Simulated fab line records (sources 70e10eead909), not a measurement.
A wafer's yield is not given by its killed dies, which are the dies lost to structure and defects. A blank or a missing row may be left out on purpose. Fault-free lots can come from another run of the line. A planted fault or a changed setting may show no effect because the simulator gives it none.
fab line records	flow nand-harc
record: lots: 12	wafers: 36	last-day: 33
route steps=1302 shown P_ZERO_WELL@56 P_GATE@155 END@1302
lots untouched by any fault: they come from a run of this same line in which no faults occurred
start-h: the number of hours between the record's first day and the start of the first shown wafer of the lot	wait-h: hours elapsed since this lot's preceding step	" the same as in the row above	L1.1+2: several wafers, shown together as one row	- no value, or no start was given	* or withheld: withheld	< > ~ a bound
route shown NAME@n: a module of which the file shows steps, and the number in the route of the first	usual: mean/standard deviation taken from wafers without a fault	same: alike in all rows	chamber/n: place in a boat	sites: each site's reading	_std_site: standard deviation of those values	_edge_site: mean of outer sites minus mean of inner sites	radius-mm: for every site, how far away it sits from the centre of the wafer	mask NAME#n: copy n	behind: the last tool/chamber to shape the wafer	hold: why the lot was held/for how many hours/how that ended	device: which transistor (n, p or np) failed to switch	end of line: the tests these same wafers got at the end of their route	a step with no rows: only its recipe	killed: at the first sort, the dies lost to defects and structure; wafer yield is something else	map: a wafer's dies, x killed, . not, _ none there
set.NAME: the setting as run; set.NAME@STEP: as run at that earlier step	model.NAME: the simulator's own value behind a step, which no gauge read
a sample of lots followed through the steps of the route, with each step as a table and each wafer as a row
services: from which hour (start-h, from the record's first day; less than 0 if before it) a tool's chamber was out of use, for how many hours, and why
== steps ==
step: NHARC_P_ZERO_WELL_EXPOSE_49
recipe: na: 0.6	target-cd-nm: 2000	dose-mj: 22.64	mask-id: P_HVPW
usual: focus-offset-nm: 0.1/0.55	stage-vel-mm-s: 500.04/0.21
lot.wafer	tool	chamber	start-h	wait-h	mask	focus-offset-nm	stage-vel-mm-s
L928.3	krf-scanner-03	0	25.71	-	P_HVPW#0	0.2	499.89
L928.4	"	0	"	"	P_HVPW#0	-0.2	500.36
L928.5	"	0	"	"	P_HVPW#0	0.4	499.82
L929.3	krf-scanner-04	0	35.69	-	P_HVPW#0	-0.9	499.95
L929.4	"	0	"	"	P_HVPW#0	-0.7	500.11
L929.6	"	0	"	"	P_HVPW#0	-1.1	500.03
L930.1	krf-scanner-03	0	45.80	-	P_HVPW#0	0.0	499.77
L930.2	"	0	"	"	P_HVPW#0	-0.4	499.63
L930.5	"	0	"	"	P_HVPW#0	-0.2	499.84
L932.1	krf-scanner-04	0	65.70	-	P_HVPW#0	0.6	500.21
L932.3	"	0	"	"	P_HVPW#0	0.4	500.01
L932.6	"	0	"	"	P_HVPW#0	-0.5	499.94
L933.1	krf-scanner-02	0	75.78	-	P_HVPW#0	-0.6	500.05
L933.3	"	0	"	"	P_HVPW#0	-0.4	500.00
L933.4	"	0	"	"	P_HVPW#0	0.2	500.29
L934.1	krf-scanner-03	0	85.89	-	P_HVPW#0	-0.4	500.04
L934.2	"	0	"	"	P_HVPW#0	-1.0	500.06
L934.4	"	0	"	"	P_HVPW#0	0.5	499.66
L937.3	krf-scanner-04	0	115.60	-	P_HVPW#0	-0.8	500.07
L937.4	"	0	"	"	P_HVPW#0	1.0	500.00
L937.6	"	0	"	"	P_HVPW#0	0.1	500.06
L939.2	krf-scanner-03	0	135.46	-	P_HVPW_R1#0	-0.7	499.71
L939.5	"	0	"	"	P_HVPW_R1#0	0.0	500.02
L939.6	"	0	"	"	P_HVPW_R1#0	0.0	499.93
L942.2	krf-scanner-03	0	165.75	-	P_HVPW#0	-0.7	500.09
L942.3	"	0	"	"	P_HVPW#0	1.2	499.61
L942.6	"	0	"	"	P_HVPW#0	0.8	499.93
L944.1	krf-scanner-03	0	185.72	-	P_HVPW#0	0.1	500.34
L944.3	"	0	"	"	P_HVPW#0	0.1	499.89
L944.5	"	0	"	"	P_HVPW#0	-0.1	500.02
L949.1	krf-scanner-04	0	235.99	-	P_HVPW#0	-0.1	500.31
L949.2	"	0	"	"	P_HVPW#0	-0.8	500.18
L949.4	"	0	"	"	P_HVPW#0	0.0	500.22
L951.3	krf-scanner-03	0	255.73	-	P_HVPW#0	0.4	500.18
L951.4	"	0	"	"	P_HVPW#0	-0.4	500.01
L951.5	"	0	"	"	P_HVPW#0	-0.7	500.07
step: NHARC_P_ZERO_WELL_CD_MEAS_52
recipe: target-cd-nm: 2000	landing-energy-ev: 500
usual: cd-nm: 1999.6/2.1
lot.wafer	tool	chamber	start-h	wait-h	cd-nm
L928.3	cd-sem-02	0	25.86	-	1997.9
L928.4	"	0	"	"	2000.9
L928.5	"	0	"	"	2001.3
L929.3	cd-sem-01	0	35.85	-	1997.2
L929.4	"	0	"	"	1998.2
L929.6	"	0	"	"	2001.4
L930.1	cd-sem-01	0	45.95	-	1999.7
L930.2	"	0	"	"	2000.5
L930.5	"	0	"	"	2000.6
L932.1	cd-sem-02	0	65.85	-	2000.9
L932.3	"	0	"	"	1999.0
L932.6	"	0	"	"	2001.1
L933.1	cd-sem-02	0	75.93	-	1999.7
L933.3	"	0	"	"	2003.4
L933.4	"	0	"	"	1999.8
L934.1	cd-sem-03	0	86.04	-	1998.8
L934.2	"	0	"	"	2000.1
L934.4	"	0	"	"	1997.6
L937.3	cd-sem-01	0	115.75	-	1997.1
L937.4	"	0	"	"	1998.8
L937.6	"	0	"	"	2001.8
L939.2	cd-sem-01	0	135.61	-	1863.7
L939.5	"	0	"	"	1863.6
L939.6	"	0	"	"	1861.5
L942.2	cd-sem-01	0	165.90	-	2002.7
L942.3	"	0	"	"	2003.6
L942.6	"	0	"	"	2000.9
L944.1	cd-sem-02	0	185.87	-	1999.3
L944.3	"	0	"	"	2002.0
L944.5	"	0	"	"	1998.5
L949.1	cd-sem-01	0	236.15	-	2002.2
L949.2	"	0	"	"	1998.9
L949.4	"	0	"	"	2002.5
L951.3	cd-sem-02	0	255.88	-	1999.1
L951.4	"	0	"	"	1995.1
L951.5	"	0	"	"	1996.9
step: NHARC_P_GATE_ALD_36
recipe: target-thk-a: 200	pulse-time-s: 60	ald-cycles: 223	temp-c: 400	material: SiNx
usual: heater-power-w: 809/43	precursor-pulse-height-rel: 1.000/0.02
lot.wafer	tool	chamber	start-h	wait-h	heater-power-w	precursor-pulse-height-rel
L929.4	ald-sin-04	3	103.66	-	799	0.975
L929.3	"	2	106.84	-	716	1.028
L929.6	"	0	108.97	-	741	1.035
L928.4	ald-sin-01	1	104.14	-	781	1.012
L928.3	"	2	105.18	-	883	1.024
L928.5	"	1	108.31	-	815	0.990
L930.1	ald-sin-03	2	120.09	-	847	0.983
L930.2	"	3	121.14	-	792	0.979
L930.5	"	0	122.19	-	824	1.034
L932.1	ald-sin-01	1	141.40	-	802	0.979
L932.3	"	0	144.51	-	869	0.972
L932.6	"	1	145.55	-	773	1.072
L933.1	ald-sin-03	2	152.26	-	828	1.004
L933.3	"	3	153.32	-	785	1.002
L933.4	"	0	154.37	-	820	1.020
L934.1	ald-sin-04	0	164.20	-	770	0.993
L934.4	"	1	165.26	-	789	0.985
L934.2	"	2	166.32	-	744	0.988
L937.3	ald-sin-04	1	188.61	-	756	1.000
L937.4	"	2	189.67	-	744	1.016
L937.6	"	1	192.84	-	765	1.031
L939.2	ald-sin-03	0	210.38	-	813	0.986
L939.5	"	0	214.63	-	784	0.987
L939.6	"	1	215.70	-	820	0.966
L942.3	ald-sin-03	0	250.15	-	805	1.056
L942.2	"	2	252.25	-	887	0.964
L942.6	"	0	254.36	-	781	1.001
L944.3	ald-sin-01	2	264.97	-	842	1.008
L944.1	"	0	267.08	-	847	1.016
L944.5	"	3	270.24	-	854	0.999
L949.2	ald-sin-03	0	306.08	-	805	0.987
L949.1	"	1	307.15	-	811	0.994
L949.4	"	2	308.22	-	881	0.996
L951.3	ald-sin-03	3	324.94	-	800	1.008
L951.4	"	0	326.00	-	798	0.985
L951.5	"	3	329.18	-	786	0.974
step: NHARC_P_GATE_STRIP_75
recipe: power-w: 1500	temp-c: 250	chemistry: O2
usual: drypump-motor-current-A: 5.6/0.68	heater-power-w: 303/23
lot.wafer	tool	chamber	start-h	wait-h	drypump-motor-current-A	heater-power-w	rf-hours-counter-h
L929.4	plasma-asher-02	1	115.19	0.2	6.3	283	-
L929.3	"	0	"	"	6.3	310	-
L929.6	"	1	"	"	6.3	274	-
L928.3	plasma-asher-02	1	115.56	0.2	6.4	282	-
L928.4	"	0	"	"	6.2	303	-
L928.5	"	1	"	"	6.3	278	-
L930.1	plasma-asher-01	0	129.32	0.3	5.3	274	27
L930.2	"	1	"	"	4.7	347	27
L930.5	"	1	"	"	4.7	341	-
L932.1	plasma-asher-01	1	152.53	0.2	4.7	355	33
L932.3	"	1	"	"	4.7	341	-
L932.6	"	1	"	"	4.7	347	-
L933.1	plasma-asher-02	0	162.59	0.2	6.2	302	15
L933.3	"	1	"	"	6.3	282	-
L933.4	"	0	"	"	6.2	301	-
L934.2	plasma-asher-02	0	175.66	0.2	6.2	300	21
L934.1	"	1	"	"	6.4	281	21
L934.4	"	1	"	"	6.4	290	-
L937.3	plasma-asher-01	0	198.83	0.2	5.3	279	-
L937.4	"	1	"	"	4.7	340	-
L937.6	"	1	"	"	4.7	332	-
L939.2	plasma-asher-02	1	221.79	0.2	6.4	284	31
L939.5	"	0	"	"	6.3	303	-
L939.6	"	1	"	"	6.3	274	-
L942.2	plasma-asher-01	1	260.46	0.2	4.7	327	16
L942.3	"	0	"	"	5.3	279	-
L942.6	"	1	"	"	4.7	340	-
L944.1	plasma-asher-02	1	276.37	0.2	6.3	295	4
L944.3	"	1	"	"	6.4	290	-
L944.5	"	1	"	"	6.4	296	-
L949.1	plasma-asher-02	1	317.52	0.3	6.3	294	13
L949.2	"	0	"	"	6.2	325	13
L949.4	"	0	"	"	6.3	314	-
L951.4	plasma-asher-01	0	336.34	0.2	5.3	282	-
L951.3	"	1	"	"	4.7	341	-
L951.5	"	1	"	"	4.7	340	-
step: NHARC_P_GATE_STRIP_112
recipe: power-w: 1500	temp-c: 110	time-s: 200	chemistry: N2/H2
usual: drypump-motor-current-A: 5.7/0.67	heater-power-w: 81/6.3
lot.wafer	tool	chamber	start-h	wait-h	drypump-motor-current-A	heater-power-w	rf-hours-counter-h
L929.3	plasma-asher-01	1	116.71	0.2	4.7	94	-
L929.4	"	0	"	"	5.3	75	-
L929.6	"	1	"	"	4.7	92	-
L928.4	plasma-asher-02	1	117.08	0.2	6.3	76	-
L928.3	"	0	"	"	6.2	82	-
L928.5	"	1	"	"	6.3	73	-
L930.2	plasma-asher-01	0	130.79	0.2	5.3	72	27
L930.1	"	1	"	"	4.7	91	27
L930.5	"	0	"	"	5.3	77	-
L932.1	plasma-asher-01	1	153.84	0.2	4.7	94	33
L932.3	"	0	"	"	5.3	75	-
L932.6	"	1	"	"	4.7	92	-
L933.1	plasma-asher-02	1	164.10	0.2	6.4	75	17
L933.4	"	0	"	"	6.2	81	-
L933.3	"	1	"	"	6.4	76	-
L934.1	plasma-asher-02	1	177.14	0.2	6.4	74	22
L934.2	"	0	"	"	6.2	81	22
L934.4	"	0	"	"	6.2	81	-
L937.4	plasma-asher-02	0	200.39	0.2	6.2	81	-
L937.3	"	1	"	"	6.3	74	-
L937.6	"	1	"	"	6.3	75	-
L939.2	plasma-asher-02	0	223.23	0.2	6.2	82	31
L939.6	"	0	"	"	6.2	83	-
L939.5	"	1	"	"	6.3	75	-
L942.2	plasma-asher-01	1	261.82	0.2	4.7	86	16
L942.3	"	0	"	"	5.2	74	-
L942.6	"	1	"	"	4.7	89	-
L944.1	plasma-asher-01	1	277.81	0.2	4.7	89	20
L944.3	"	0	"	"	5.3	74	-
L944.5	"	0	"	"	5.3	75	-
L949.2	plasma-asher-02	1	318.96	0.2	6.3	76	13
L949.1	"	0	"	"	6.2	87	13
L949.4	"	0	"	"	6.2	85	-
L951.3	plasma-asher-02	0	337.74	0.2	6.3	87	-
L951.4	"	1	"	"	6.3	77	-
L951.5	"	1	"	"	6.3	79	-
step: NHARC_END_SORT_01
recipe: temp-c: 25
usual: killed-at-array: 58/22	killed-at-other: 1.0/1.3	killed-at-periphery: 5/3.4	killed-dies: 64/22	killed-open: 3.6/1.8	killed-short: 2.4/1.7
same: gross-dies: 677
lot.wafer	tool	chamber	start-h	wait-h	killed-at-array	killed-at-other	killed-at-periphery	killed-dies	killed-open	killed-short
L939.2	prober-01	0	667.69	2.8	32	1	6	39	5	2
killed by level:class
L939.2 A_CHANNEL_HOLE_D2:chamber-film-flake=19 A_CHANNEL_HOLE_D1:chamber-film-flake=3 P_CONTACT:geometric-particle:open=2 A_DECK1_JOINT:chamber-film-flake=2 P_M1:geometric-particle:open=1 A_ONON_D1:geometric-particle:open=1 A_DECK1_JOINT:geometric-particle:short=1 A_M1:geometric-particle:open=1
== services ==
tool	chamber	start-h	hours	kind
krf-scanner-04	-	10.00	4.0	pm
plasma-asher-02	-	11.08	4.5	repair
ald-sin-03	-	19.28	0.9	repair
krf-scanner-04	-	39.11	0.2	repair
krf-scanner-03	-	46.14	5.0	repair
krf-scanner-03	-	52.00	4.0	pm
plasma-asher-02	-	71.36	1.5	repair
krf-scanner-03	-	72.57	5.9	repair
plasma-asher-01	-	72.70	0.7	repair
plasma-asher-02	-	72.87	9.0	pm
krf-scanner-03	-	82.59	2.0	repair
plasma-asher-02	-	96.43	2.5	repair
plasma-asher-01	-	114.67	1.2	repair
krf-scanner-04	-	147.65	2.0	repair
plasma-asher-01	-	158.53	9.1	repair
ald-sin-03	-	171.67	10.0	pm
krf-scanner-04	-	182.00	4.0	pm
plasma-asher-01	-	199.96	2.1	repair
krf-scanner-03	-	224.00	4.0	pm
ald-sin-03	0	231.38	5.7	repair
plasma-asher-02	-	249.87	9.0	pm
plasma-asher-01	-	279.63	2.8	repair
ald-sin-03	3	297.81	6.7	repair
plasma-asher-01	-	315.16	2.2	repair
== key ==
first-sign: step: NHARC_P_ZERO_WELL_EXPOSE_49	reading: mask	direction: changed
effect: step: NHARC_P_ZERO_WELL_CD_MEAS_52	reading: cd-nm	direction: down	sigmas: 65	usual: 1999.6	struck: 1863.0
met-at NHARC_P_ZERO_WELL_EXPOSE_49
struck-lots L939
tester-left-out L939
not-acting-at NHARC_P_GATE_ALD_36,NHARC_P_GATE_STRIP_75,NHARC_P_GATE_STRIP_112
onset-between 85.89 135.46
fault: kind: wrong-mask	tool: any	chamber: -	onset-h: 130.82	steps: NHARC_P_ZERO_WELL_EXPOSE_49	aux-copy: P_HVPW_R1#0	cd-offset-nm: -135.73	scope: struck-lots-only
tester-left-out: of these lots the tester's yield and bins aren't shown, on N5 and GAA mostly nor the transistor test; their killed dies are dies lost to structure and defects alone, not to doping, threshold or leakage, so they don't give the yield
